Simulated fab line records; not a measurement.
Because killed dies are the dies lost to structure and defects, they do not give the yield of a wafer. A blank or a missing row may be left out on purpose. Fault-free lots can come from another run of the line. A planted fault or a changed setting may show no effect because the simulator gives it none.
A lot that was struck, set against a sound lot / flow nand-harc / 14 steps out of a route of 1302
Sound: these wafers, L466.3, L466.5, L466.6. Struck: wafers L471.3, L471.5. (L471.6 of the same lot was not struck and is left out.) The cause comes at the end.
For every step that has rows: the tool of each side, followed by ch and its chambers, followed by its first start. Under that, the readings that differ: sound wafers / struck wafers / difference of the means / sigmas: that difference in standard deviations of wafers without a fault.
alike: a reading whose means differ by less than 2 such deviations, as well as words and numbers matching on both sides. not compared: withheld readings; readings where some wafer has no value; bounds like >300 that might hide an equal value; numbers whose values overlap and for which the record gives no deviation.
A row with sigmas, a row that says differs or no value, or rows on one side alone: a step with any of these is where the two part. Numbers that don't overlap but have no deviation are shown without sigmas and don't part them. A reading that every wafer of one side lacks parts them only if that side has two wafers or more.

first, 4 steps without rows for these wafers: NHARC_P_M2_EBR_05; NHARC_P_M2_EXPOSE_06 (exposes mask P M2, target cd 170 nm); NHARC_P_M2_PEB_07 (peb time 65 s); NHARC_P_M2_DEVELOP_08 (develop time 35 s).
NHARC_P_M2_CD_MEAS_09: the cd target is 170 nm.
  sound on cd-sem-02 ch 0, day 11 13:30; struck on cd-sem-03 ch 0, day 13 13:07
  alike: cd-nm
NHARC_P_M2_OVL_MEAS_10: pitch 340 nm.
  sound on overlay-02, day 11 13:35; struck on overlay-02, day 13 13:11
  alike: overlay-x-nm, overlay-y-nm
NHARC_P_M2_INSPECT_11:
  sound on defect-inspect-01, day 11 13:37; struck on defect-inspect-02, day 13 13:14
  alike: raw-defect-count
NHARC_P_M2_DESCUM_14: chemistry O2, time 3 s.
  sound on rie-diel-12 ch 0,1,2, day 11 13:42; struck on rie-diel-12 ch 0,3, day 13 13:17
  alike: drypump-motor-current-A, o2-flow-sccm, oes-product-au, rf-vpp-V, showerhead-plenum-p-Torr, throttle-valve-pct
  not compared: rf-hours-counter-h
NHARC_P_M2_ETCH_35: etches the open film in N2/H2, target depth 40 nm, overetch 12 nm, time 43.94 s.
  sound on rie-diel-12 ch 1,2,3, day 11 13:46; struck on rie-diel-12 ch 0,2, day 13 13:24
  alike: drypump-motor-current-A, h2-flow-sccm, oes-product-au, rf-vpp-V, showerhead-plenum-p-Torr, throttle-valve-pct
  not compared: rf-hours-counter-h
NHARC_P_M2_ETCH_15: etches the open film in C4F8/Ar, target depth 182.5 nm, time 91.2 s.
  sound on rie-diel-12 ch 0,1,3; struck on rie-diel-12 ch 2
reading=rf-vpp-V (V); sound=442.7 441.3 442.5; struck=437.3 437.0; difference=-5.0; sigmas=-2
  alike: oes-product-au
  not compared: rf-hours-counter-h
NHARC_P_M2_CD_MEAS_16:
  sound on cd-sem-02, day 11 13:59; struck on cd-sem-01, day 13 13:39
  alike: cd-nm
NHARC_P_M2_STRIP_18: strips in N2/H2.
  sound on rie-diel-12 ch 1,2,3, day 11 14:08; struck on rie-diel-13 ch 0,2, day 13 13:47
  alike: drypump-motor-current-A, h2-flow-sccm, oes-product-au, rf-vpp-V, showerhead-plenum-p-Torr, throttle-valve-pct
  not compared: rf-hours-counter-h
NHARC_P_M2_ETCH_28: etches the open film in CF4/N2, target depth 30 nm, time 72.99 s.
  sound on rie-diel-12 ch 0,1, day 11 14:18; struck on rie-diel-13 ch 2, day 13 13:58
reading=oes-product-au (a.u.); sound=0.991 1.000 0.998; struck=0.853 0.854; difference=-0.143; sigmas=-19
  alike: drypump-motor-current-A, rf-vpp-V, showerhead-plenum-p-Torr, throttle-valve-pct
  not compared: rf-hours-counter-h
then, 1 step without rows for these wafers: NHARC_P_M2_STRIP_19 (strips in post etch residue remover, time 600 s).

== WHERE THEY PART ==
First at NHARC_P_M2_ETCH_15; last, within this record, at NHARC_P_M2_ETCH_28.

WHY: what had been put in by the simulator
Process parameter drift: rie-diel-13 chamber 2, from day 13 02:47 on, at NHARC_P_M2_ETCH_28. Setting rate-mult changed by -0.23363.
